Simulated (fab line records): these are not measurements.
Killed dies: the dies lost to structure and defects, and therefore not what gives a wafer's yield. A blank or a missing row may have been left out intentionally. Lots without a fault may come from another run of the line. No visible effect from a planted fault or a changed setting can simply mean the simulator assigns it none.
fab line records	flow nand-harc	part 1 of 2: steps 1 to 21 of 34
[record] lots = 5	wafers = 15	last-day = 24
route steps=1159 shown P_CONTACT@228 P_M0@253
lots untouched by any fault: they come from a run of this same line in which no faults occurred
start-h: the number of hours between the record's first day and the start of the first shown wafer of the lot	wait-h: time in hours since the lot's previous step	" the same as in the row above	L1.1+2: a single row standing in for several wafers	- no value, or no start given	* or withheld: withheld	< > ~ a bound
route shown NAME@n: names a module that has steps shown in the file, with the first one's number in the route	usual: the fault-free wafers' mean and standard deviation	same: alike in all rows	chamber/n: place in a boat	sites: per-site readings	_std_site: how widely they spread, as a standard deviation	_edge_site: the outer-site mean with the inner-site mean subtracted	radius-mm: how far each site lies from the wafer's centre	mask NAME#n: copy n	behind: the tool/chamber that last shaped the wafer	hold: what put the lot on hold/how long, in hours/how the hold closed	device: the transistor (n, p or np) that didn't switch	end of line: the tests these same wafers got at the end of their route	a step without rows: its recipe alone	killed: at the first sort, the dies lost to defects and structure; wafer yield is something else	map: a wafer's dies, marking killed ones x, the rest . and places with no die _
set.NAME: the setting that was run; set.NAME@STEP: the one run at that earlier step	model.NAME: the simulator's own value behind a step, which no gauge read
lots seen at some steps along the route; tables by step, rows by wafer
services: a tool's chamber out of use, with start hour (start-h, from the record's first day; less than 0 if before it), hours out, and reason
[[steps]]
[step NHARC_P_CONTACT_EBR_08]
lot.wafer	tool	chamber	start-h	wait-h
L081.3+5+6	litho-track-01	0	-	-
L084.3+4+6	litho-track-01	0	-	-
L086.1+3+4	litho-track-06	0	-	-
L089.1+3+5	litho-track-01	0	-	-
L093.3+5+6	litho-track-04	0	-	-
[step NHARC_P_CONTACT_EXPOSE_09]
[recipe] na = 1.35	target-cd-nm = 90	dose-mj = 81.26	mask-id = P_CA
lot.wafer	tool	chamber	start-h	wait-h	mask
L081.3+5+6	arfi-scanner-01	0	151.90	-	P_CA#0
L084.3+4+6	arfi-scanner-02	0	172.76	-	P_CA#0
L086.1+3+4	arfi-scanner-02	0	183.84	-	P_CA#0
L089.1+3+5	arfi-scanner-03	0	203.61	-	P_CA#0
L093.3+5+6	arfi-scanner-01	0	226.88	-	P_CA#0
[step NHARC_P_CONTACT_PEB_10]
[recipe] peb-temp-c = 100	peb-time-s = 65
[usual] heater-power-total-W = 156.6/0.42
lot.wafer	tool	chamber	start-h	wait-h	heater-power-total-W
L081.3	litho-track-06	0	151.95	0.0	156.0
L081.5	"	0	"	"	157.2
L081.6	"	0	"	"	156.5
L084.3	litho-track-06	0	172.82	0.0	156.0
L084.4	"	0	"	"	156.8
L084.6	"	0	"	"	157.0
L086.1	litho-track-01	0	183.90	0.1	156.3
L086.3	"	0	"	"	156.8
L086.4	"	0	"	"	156.1
L089.1	litho-track-06	0	203.67	0.1	156.2
L089.3	"	0	"	"	156.5
L089.5	"	0	"	"	157.2
L093.3	litho-track-01	0	226.93	0.0	155.9
L093.5	"	0	"	"	156.3
L093.6	"	0	"	"	157.1
[step NHARC_P_CONTACT_DEVELOP_11]
[recipe] develop-time-s = 35	dev-temp-c = 23
[usual] developer-temp-C = 23.01/0.11
lot.wafer	tool	chamber	start-h	wait-h	developer-temp-C
L081.3	litho-track-06	0	-	-	23.00
L081.5	"	0	"	"	23.06
L081.6	"	0	"	"	23.17
L084.3	litho-track-06	0	-	-	23.00
L084.4	"	0	"	"	23.14
L084.6	"	0	"	"	23.16
L086.1	litho-track-01	0	-	-	23.01
L086.3	"	0	"	"	22.99
L086.4	"	0	"	"	23.01
L089.1	litho-track-06	0	-	-	22.91
L089.3	"	0	"	"	22.92
L089.5	"	0	"	"	22.72
L093.3	litho-track-01	0	-	-	23.03
L093.5	"	0	"	"	23.04
L093.6	"	0	"	"	22.86
[step NHARC_P_CONTACT_CD_MEAS_12]
[recipe] target-cd-nm = 90	landing-energy-ev = 500
[usual] cd-nm = 90.2/0.7
lot.wafer	tool	chamber	start-h	wait-h	cd-nm
L081.3	cd-sem-01	0	152.04	-	89.8
L081.5	"	0	"	"	90.1
L081.6	"	0	"	"	90.9
L084.3	cd-sem-02	0	172.90	-	89.8
L084.4	"	0	"	"	90.1
L084.6	"	0	"	"	90.1
L086.1	cd-sem-01	0	183.98	-	88.6
L086.3	"	0	"	"	89.0
L086.4	"	0	"	"	89.1
L089.1	cd-sem-01	0	203.74	-	90.7
L089.3	"	0	"	"	91.2
L089.5	"	0	"	"	90.9
L093.3	cd-sem-02	0	227.01	-	91.2
L093.5	"	0	"	"	90.6
L093.6	"	0	"	"	90.6
[step NHARC_P_CONTACT_OVL_MEAS_13]
[usual] overlay-x-nm = -0.3/0.86	overlay-y-nm = 0.2/0.81
lot.wafer	tool	chamber	start-h	wait-h	overlay-x-nm	overlay-y-nm
L081.3	overlay-01	-	152.12	-	-1.3	0.7
L081.5	"	-	"	"	-1.1	0.9
L081.6	"	-	"	"	-1.0	0.6
L084.3	overlay-01	-	172.98	-	0.8	-0.6
L084.4	"	-	"	"	-0.2	-0.8
L084.6	"	-	"	"	0.9	-0.6
L086.1	overlay-01	-	184.07	-	-0.7	0.7
L086.3	"	-	"	"	0.0	0.1
L086.4	"	-	"	"	-0.5	0.4
L089.1	overlay-02	-	203.83	-	-0.4	0.6
L089.3	"	-	"	"	-0.2	1.2
L089.5	"	-	"	"	-0.2	0.5
L093.3	overlay-01	-	227.10	-	-2.2	-0.7
L093.5	"	-	"	"	-2.2	-0.4
L093.6	"	-	"	"	-2.0	-0.9
[step NHARC_P_CONTACT_INSPECT_14]
[usual] raw-defect-count = 3.6/2
lot.wafer	tool	chamber	start-h	wait-h	raw-defect-count
L081.3	defect-inspect-01	-	152.16	0.0	2
L081.5	"	-	"	"	1
L081.6	"	-	"	"	4
L084.3	defect-inspect-01	-	173.02	0.0	3
L084.4	"	-	"	"	4
L084.6	"	-	"	"	6
L086.1	defect-inspect-02	-	184.10	0.0	5
L086.3	"	-	"	"	8
L086.4	"	-	"	"	7
L089.1	defect-inspect-01	-	203.87	0.0	3
L089.3	"	-	"	"	4
L089.5	"	-	"	"	5
L093.3	defect-inspect-02	-	227.13	0.0	1
L093.5	"	-	"	"	5
L093.6	"	-	"	"	4
[step NHARC_P_CONTACT_DESCUM_17]
[recipe] time-s = 3	o2-flow-sccm = 200	ar-flow-sccm = 0	bias-power-w = 0	chemistry = O2
[usual] drypump-motor-current-A = 6.0/0.38	oes-product-au = 1.001/0.009	rf-vpp-V = 57.6/0.95	showerhead-plenum-p-Torr = 1.88/0.078	throttle-valve-pct = 11.312/0.0079
lot.wafer	tool	chamber	start-h	wait-h	drypump-motor-current-A	oes-product-au	rf-hours-counter-h	rf-vpp-V	showerhead-plenum-p-Torr	throttle-valve-pct
L081.3	rie-diel-10	2	152.23	0.1	6.4	1.007	17	57.6	2.01	11.314
L081.6	"	0	"	"	5.8	1.001	-	56.3	1.78	11.313
L081.5	"	1	"	"	5.7	1.011	-	57.6	1.87	11.310
L084.3	rie-diel-04	2	173.09	0.1	6.2	1.006	5	58.4	1.97	11.308
L084.4	"	0	"	"	5.4	1.000	4	56.1	1.80	11.290
L084.6	"	1	"	"	6.6	0.984	-	58.3	1.92	11.315
L086.3	rie-diel-04	2	184.16	0.1	6.3	1.015	6	58.4	1.97	11.322
L086.1	"	3	"	"	5.8	0.992	6	57.4	1.79	11.308
L086.4	"	1	"	"	6.7	0.993	6	57.9	1.92	11.317
L089.3	rie-diel-04	2	203.94	0.1	6.3	1.007	8	59.4	1.97	11.301
L089.1	"	0	"	"	5.4	1.005	8	58.8	1.79	11.309
L089.5	"	1	"	"	6.6	0.988	-	58.3	1.92	11.304
L093.3	rie-diel-04	2	227.20	0.1	6.2	1.009	10	58.9	1.96	11.310
L093.6	"	1	"	"	6.7	0.982	-	58.7	1.92	11.321
L093.5	"	2	"	"	6.2	1.010	-	59.0	1.97	11.314
[step NHARC_P_CONTACT_ETCH_35]
[recipe] target-depth-a = 390	over-etch-frac = 0.3	time-s = 65	ion-energy-ev = 80	cf4-flow-sccm = 150	ar-flow-sccm = 0	rf-w = 300	bias-w = 100	chemistry = CF4
[usual] bias-w = 100.02/0.27	drypump-motor-current-A = 6.0/0.38	oes-product-au = 1.000/0.0077	rf-vpp-V = 150.9/1.2	showerhead-plenum-p-Torr = 1.74/0.068	throttle-valve-pct = 13.284/0.0093
[same] over-etch-frac = 0.3
lot.wafer	tool	chamber	start-h	wait-h	bias-w	drypump-motor-current-A	oes-product-au	rf-hours-counter-h	rf-vpp-V	showerhead-plenum-p-Torr	throttle-valve-pct
L081.3	rie-diel-10	0	152.31	0.1	99.98	5.7	0.999	16	149.0	1.66	13.284
L081.5	"	3	"	"	100.18	5.8	0.999	-	150.1	1.74	13.266
L081.6	"	0	"	"	99.62	5.7	1.002	-	149.6	1.66	13.270
L084.3	rie-diel-04	1	173.17	0.1	99.99	6.7	0.995	4	152.0	1.78	13.292
L084.4	"	2	"	"	100.03	6.2	1.007	5	152.4	1.81	13.284
L084.6	"	1	"	"	99.98	6.6	0.987	-	151.3	1.78	13.276
L086.1	rie-diel-04	2	184.25	0.1	100.57	6.3	1.005	6	151.7	1.81	13.287
L086.4	"	3	"	"	99.98	5.8	0.994	6	149.7	1.66	13.297
L086.3	"	1	"	"	100.26	6.6	0.994	6	151.2	1.78	13.271
L089.3	rie-diel-04	1	204.02	0.1	99.98	6.7	0.992	8	150.9	1.78	13.280
L089.1	"	3	"	"	99.94	5.8	1.005	8	149.2	1.66	13.284
L089.5	"	2	"	"	100.07	6.3	1.002	-	150.3	1.81	13.295
L093.3	rie-diel-04	0	227.30	0.1	100.14	5.4	1.002	11	150.6	1.67	13.284
L093.6	"	1	"	"	99.97	6.6	1.004	-	151.1	1.78	13.275
L093.5	"	2	"	"	100.18	6.3	1.011	-	151.4	1.81	13.284
[step NHARC_P_CONTACT_ETCH_36]
[recipe] target-depth-a = 2600	over-etch-frac = 0.25	time-s = 406.25	ion-energy-ev = 200	n2-flow-sccm = 150	h2-flow-sccm = 150	ar-flow-sccm = 0	rf-w = 400	bias-w = 150	chemistry = N2/H2
[usual] bias-w = 150.0/0.46	drypump-motor-current-A = 6.0/0.38	oes-product-au = 1.000/0.0085	rf-vpp-V = 429.4/2.5	showerhead-plenum-p-Torr = 2.00/0.087	throttle-valve-pct = 14.172/0.0096
[same] over-etch-frac = 0.25
lot.wafer	tool	chamber	start-h	wait-h	bias-w	drypump-motor-current-A	oes-product-au	rf-hours-counter-h	rf-vpp-V	showerhead-plenum-p-Torr	throttle-valve-pct
L081.3	rie-diel-10	0	-	-	150.1	5.7	0.992	16	427.8	1.90	14.171
L081.6	"	2	"	"	150.0	6.4	1.006	-	433.8	2.14	14.185
L081.5	"	3	"	"	149.8	5.8	0.989	-	427.8	2.01	14.165
L084.3	rie-diel-04	0	-	-	149.8	5.4	1.010	5	425.7	1.91	14.174
L084.4	"	2	"	"	150.0	6.2	1.015	5	432.9	2.10	14.164
L084.6	"	3	"	"	150.1	5.8	0.998	-	426.4	1.90	14.170
L086.3	rie-diel-04	1	-	-	150.4	6.6	0.999	6	430.2	2.05	14.162
L086.4	"	2	"	"	150.0	6.3	1.010	6	432.3	2.10	14.183
L086.1	"	3	"	"	150.0	5.9	1.005	6	427.4	1.90	14.178
L089.1	rie-diel-04	0	-	-	150.4	5.4	0.998	8	427.0	1.91	14.165
L089.3	"	2	"	"	149.6	6.3	1.010	8	432.1	2.10	14.170
L089.5	"	3	"	"	150.0	5.8	0.988	-	426.7	1.90	14.177
L093.3	rie-diel-04	1	-	-	149.9	6.6	0.994	10	430.7	2.05	14.168
L093.6	"	2	"	"	150.9	6.2	1.003	-	432.4	2.10	14.162
L093.5	"	3	"	"	150.6	5.8	0.990	-	427.1	1.90	14.189
[step NHARC_P_CONTACT_ETCH_18]
[recipe] target-depth-a = 4810	time-s = 240.5	c4f8-flow-sccm = 20	o2-flow-sccm = 10	ar-flow-sccm = withheld	rf-w = 600	bias-w = 1500	chemistry = C4F8/O2/Ar
[usual] bias-w = 1501/4.6	oes-product-au = 0.961/0.019	rf-vpp-V = 976/5.5
lot.wafer	tool	chamber	start-h	wait-h	bias-w	oes-product-au	rf-hours-counter-h	rf-vpp-V
L081.3	rie-diel-10	3	-	-	1500	0.983	14	976
L081.5	"	0	"	"	1503	0.954	-	969
L081.6	"	1	"	"	1503	0.973	-	976
L084.3	rie-diel-04	0	-	-	1501	0.930	5	970
L084.4	"	1	"	"	1510	0.920	5	979
L084.6	"	2	"	"	1502	0.930	-	982
L086.1	rie-diel-04	0	-	-	1498	0.995	7	971
L086.4	"	1	"	"	1505	0.971	6	980
L086.3	"	2	"	"	1508	0.971	6	982
L089.3	rie-diel-04	1	-	-	1490	0.954	8	978
L089.1	"	0	"	"	1504	0.989	9	970
L089.5	"	1	"	"	1495	0.959	-	979
L093.3	rie-diel-04	3	-	-	1498	0.968	10	968
L093.6	"	2	"	"	1502	0.973	-	982
L093.5	"	3	"	"	1501	0.971	-	969
[step NHARC_P_CONTACT_STRIP_37]
[recipe] c4f8-flow-sccm = withheld	o2-flow-sccm = 8	ar-flow-sccm = withheld	bias-w = 0	chemistry = C4F8/O2/Ar
lot.wafer	tool	chamber	start-h	wait-h
L081.3+5+6	rie-diel-10	1,0,1	-	-
L084.3+4+6	rie-diel-04	3,1,2	-	-
L086.4+1+3	rie-diel-04	2,3,0	-	-
L089.1+3+5	rie-diel-04	1,2,1	-	-
L093.3+6+5	rie-diel-04	1,0,1	-	-
[step NHARC_P_CONTACT_ETCH_31]
[recipe] target-depth-a = 300	time-s = 85.7	ion-energy-ev = 120	over-etch-frac = 1	ch3f-flow-sccm = 50	o2-flow-sccm = 30	ar-flow-sccm = 200	rf-w = 500	bias-w = 100	chemistry = CH3F/O2
[usual] bias-w = 100.0/0.3	drypump-motor-current-A = 6.0/0.38	oes-product-au = 0.981/0.013	rf-vpp-V = 243.9/1.5	showerhead-plenum-p-Torr = 2.42/0.1	throttle-valve-pct = 20.663/0.0088
[same] over-etch-frac = 1
lot.wafer	tool	chamber	start-h	wait-h	bias-w	drypump-motor-current-A	oes-product-au	rf-hours-counter-h	rf-vpp-V	showerhead-plenum-p-Torr	throttle-valve-pct
L081.3	rie-diel-10	2	-	-	100.4	6.4	0.982	17	245.3	2.57	20.661
L081.6	"	1	"	"	99.9	5.7	1.001	-	242.9	2.40	20.662
L081.5	"	2	"	"	99.8	6.3	0.999	-	245.9	2.57	20.684
L084.4	rie-diel-04	0	-	-	100.1	5.4	0.985	5	243.3	2.31	20.650
L084.3	"	2	"	"	100.3	6.3	0.997	5	245.8	2.53	20.673
L084.6	"	0	"	"	100.1	5.4	0.980	-	242.2	2.31	20.671
L086.4	rie-diel-04	3	-	-	100.4	5.8	0.973	6	242.6	2.30	20.666
L086.3	"	0	"	"	99.8	5.4	0.998	7	241.9	2.31	20.669
L086.1	"	1	"	"	100.2	6.6	0.983	6	243.8	2.47	20.668
L089.1	rie-diel-04	1	-	-	99.8	6.6	0.977	8	246.1	2.47	20.684
L089.3	"	2	"	"	99.7	6.3	1.001	8	245.5	2.52	20.654
L089.5	"	1	"	"	100.4	6.6	0.976	-	244.4	2.47	20.665
L093.3	rie-diel-04	2	-	-	100.0	6.2	0.995	10	246.8	2.52	20.657
L093.6	"	2	"	"	100.2	6.2	0.986	-	245.8	2.52	20.668
L093.5	"	3	"	"	100.1	5.8	0.989	-	241.9	2.30	20.656
[step NHARC_P_CONTACT_CD_MEAS_19]
[usual] cd-nm = 89.4/2.1
lot.wafer	tool	chamber	start-h	wait-h	cd-nm
L081.3	cd-sem-02	-	153.12	-	91.2
L081.5	"	-	"	"	92.1
L081.6	"	-	"	"	90.5
L084.3	cd-sem-02	-	174.02	-	91.0
L084.4	"	-	"	"	85.7
L084.6	"	-	"	"	86.9
L086.1	cd-sem-03	-	185.04	-	87.1
L086.3	"	-	"	"	84.5
L086.4	"	-	"	"	88.0
L089.1	cd-sem-03	-	204.87	-	92.0
L089.3	"	-	"	"	91.1
L089.5	"	-	"	"	90.1
L093.3	cd-sem-01	-	228.07	-	87.2
L093.5	"	-	"	"	88.6
L093.6	"	-	"	"	89.3
[step NHARC_P_CONTACT_STRIP_28]
[recipe] o2-flow-sccm = 500	ar-flow-sccm = 0	bias-w = 0	chemistry = O2
[usual] drypump-motor-current-A = 6.0/0.33	oes-product-au = 1.001/0.0086	rf-vpp-V = 57.8/0.93	showerhead-plenum-p-Torr = 3.50/0.14	throttle-valve-pct = 17.038/0.0081
[same] bias-w = 0
lot.wafer	tool	chamber	start-h	wait-h	drypump-motor-current-A	oes-product-au	rf-hours-counter-h	rf-vpp-V	showerhead-plenum-p-Torr	throttle-valve-pct
L081.3	rie-diel-04	3	153.18	0.1	5.8	0.992	3	56.2	3.32	17.031
L081.5	"	3	"	"	5.8	1.001	-	58.5	3.32	17.027
L081.6	"	0	"	"	5.4	1.012	-	56.4	3.33	17.029
L084.3	rie-diel-04	2	174.09	0.1	6.3	1.012	5	58.9	3.62	17.039
L084.4	"	1	"	"	6.7	0.996	5	57.3	3.55	17.025
L084.6	"	3	"	"	5.8	1.005	-	56.5	3.32	17.024
L086.4	rie-diel-12	2	185.11	0.1	6.3	1.002	51	57.5	3.67	17.029
L086.3	"	3	"	"	6.5	0.996	51	58.1	3.70	17.034
L086.1	"	0	"	"	5.7	1.002	54	57.3	3.48	17.038
L089.3	rie-diel-10	3	204.95	0.1	5.8	0.997	2	56.1	3.47	17.040
L089.1	"	0	"	"	5.8	0.987	2	57.7	3.31	17.034
L089.5	"	0	"	"	5.8	0.981	-	58.7	3.31	17.042
L093.3	rie-diel-04	2	228.19	0.1	6.3	0.999	10	57.0	3.62	17.037
L093.5	"	0	"	"	5.4	1.001	-	57.5	3.32	17.044
L093.6	"	1	"	"	6.7	0.982	-	58.8	3.54	17.022
[step NHARC_P_CONTACT_STRIP_29]
[recipe] time-s = 1200	temp-c = 72.5	chemistry = post-etch-residue-remover
lot.wafer	tool	chamber	start-h	wait-h
L081.5+3+6	wet-bench-05	4,0,1	153.37	-
L084.6+3+4	wet-bench-06	0,1,2	174.27	-
L086.3+1+4	wet-bench-05	1,2,3	185.31	-
L089.3+1+5	wet-bench-06	0,1,2	205.13	-
L093.5+3+6	wet-bench-01	7,2,3	228.34	-
[step NHARC_P_CONTACT_DEGAS_38]
[recipe] temp-c = 300	time-s = 60
[usual] heater-power-w = 473/34
lot.wafer	tool	chamber	start-h	wait-h	heater-power-w
L081.3	pvd-sputter-01	-	153.91	-	531
L081.6	"	-	"	"	419
L081.5	"	-	"	"	470
L084.4	pvd-sputter-01	-	174.72	-	454
L084.3	"	-	"	"	443
L084.6	"	-	"	"	446
L086.1	pvd-sputter-01	-	185.75	-	455
L086.3	"	-	"	"	457
L086.4	"	-	"	"	518
L089.1	pvd-sputter-01	-	205.58	-	451
L089.3	"	-	"	"	453
L089.5	"	-	"	"	446
L093.3	pvd-sputter-01	-	228.82	-	512
L093.6	"	-	"	"	459
L093.5	"	-	"	"	433
[step NHARC_P_CONTACT_PRE_CLEAN_39]
[recipe] time-s = 19.5	bias-v = 250	gas = Ar
lot.wafer	tool	chamber	start-h	wait-h
L081.3+5+6	pvd-sputter-01	-	-	-
L084.3+4+6	pvd-sputter-01	-	-	-
L086.1+4+3	pvd-sputter-01	-	-	-
L089.3+1+5	pvd-sputter-01	-	-	-
L093.3+5+6	pvd-sputter-01	-	-	-
[step NHARC_P_CONTACT_PVD_32]
[recipe] target-thk-a = 50	chamber-pressure-pa = 5	power-w = 5000	substrate-temp-c = 200	time-s = 17.7	material = Ti
[usual] throttle-valve-pct = 30.5/0.99
lot.wafer	tool	chamber	start-h	wait-h	throttle-valve-pct
L081.3	pvd-sputter-01	-	-	-	29.9
L081.6	"	-	"	"	32.0
L081.5	"	-	"	"	31.8
L084.4	pvd-sputter-01	-	-	-	30.6
L084.3	"	-	"	"	30.2
L084.6	"	-	"	"	30.3
L086.4	pvd-sputter-01	-	-	-	31.9
L086.3	"	-	"	"	31.4
L086.1	"	-	"	"	30.6
L089.1	pvd-sputter-01	-	-	-	30.3
L089.3	"	-	"	"	31.8
L089.5	"	-	"	"	30.4
L093.3	pvd-sputter-01	-	-	-	31.6
L093.6	"	-	"	"	31.9
L093.5	"	-	"	"	31.8
[step NHARC_P_CONTACT_ALD_22]
[recipe] target-thk-a = 30	pulse-time-s = 1	ald-cycles = 150	temp-c = 450	material = TiN
[usual] heater-power-w = 1104/110	precursor-pulse-height-rel = 0.999/0.018
lot.wafer	tool	chamber	start-h	wait-h	heater-power-w	precursor-pulse-height-rel
L081.3	ald-metal-03	0	154.18	-	919	0.977
L081.5	"	3	"	"	1163	0.998
L081.6	"	0	"	"	919	1.005
L084.4	ald-metal-01	2	174.98	-	1200	0.995
L084.3	"	0	"	"	1083	0.987
L084.6	"	2	"	"	1228	0.995
L086.3	ald-metal-01	0	186.01	-	1095	0.969
L086.4	"	1	"	"	991	1.000
L086.1	"	2	"	"	1253	1.029
L089.3	ald-metal-03	0	205.82	-	922	1.003
L089.1	"	2	"	"	1006	1.014
L089.5	"	1	"	"	1039	1.012
L093.3	ald-metal-03	0	229.11	-	923	0.987
L093.5	"	1	"	"	1025	0.977
L093.6	"	2	"	"	1020	0.992
[step NHARC_P_CONTACT_CVD_23]
[recipe] target-thk-a = 2000	temp-c = 300	pressure-torr = 40	wf6-flow-sccm = 40	h2-flow-sccm = 1600	ar-flow-sccm = 1560	time-s = 557	material = W
[usual] chamber-pressure-Torr = 40.00/0.081	heater-power-w = 499/81	mfc-h2-sccm = 1601/4.7	throttle-valve-pct = 8.0/0.43
lot.wafer	tool	chamber	start-h	wait-h	chamber-pressure-Torr	heater-power-w	mfc-h2-sccm	throttle-valve-pct
L081.3	cvd-w-01	0	-	-	40.02	461	1600	7.0
L081.5	"	0	"	"	40.05	463	1596	7.4
L081.6	"	0	"	"	40.11	468	1603	7.2
L084.4	cvd-w-02	0	-	-	40.12	627	1603	8.5
L084.3	"	1	"	"	39.86	440	1604	7.9
L084.6	"	0	"	"	40.08	627	1601	8.4
L086.1	cvd-w-01	0	-	-	40.00	464	1603	7.3
L086.4	"	0	"	"	39.96	465	1609	7.4
L086.3	"	1	"	"	40.11	418	1602	8.4
L089.1	cvd-w-01	0	-	-	40.19	470	1606	7.2
L089.3	"	0	"	"	40.13	470	1613	7.4
L089.5	"	0	"	"	40.05	464	1608	7.4
L093.3	cvd-w-01	1	-	-	39.98	423	1596	8.9
L093.6	"	0	"	"	39.92	471	1605	7.7
L093.5	"	1	"	"	39.95	421	1599	8.6
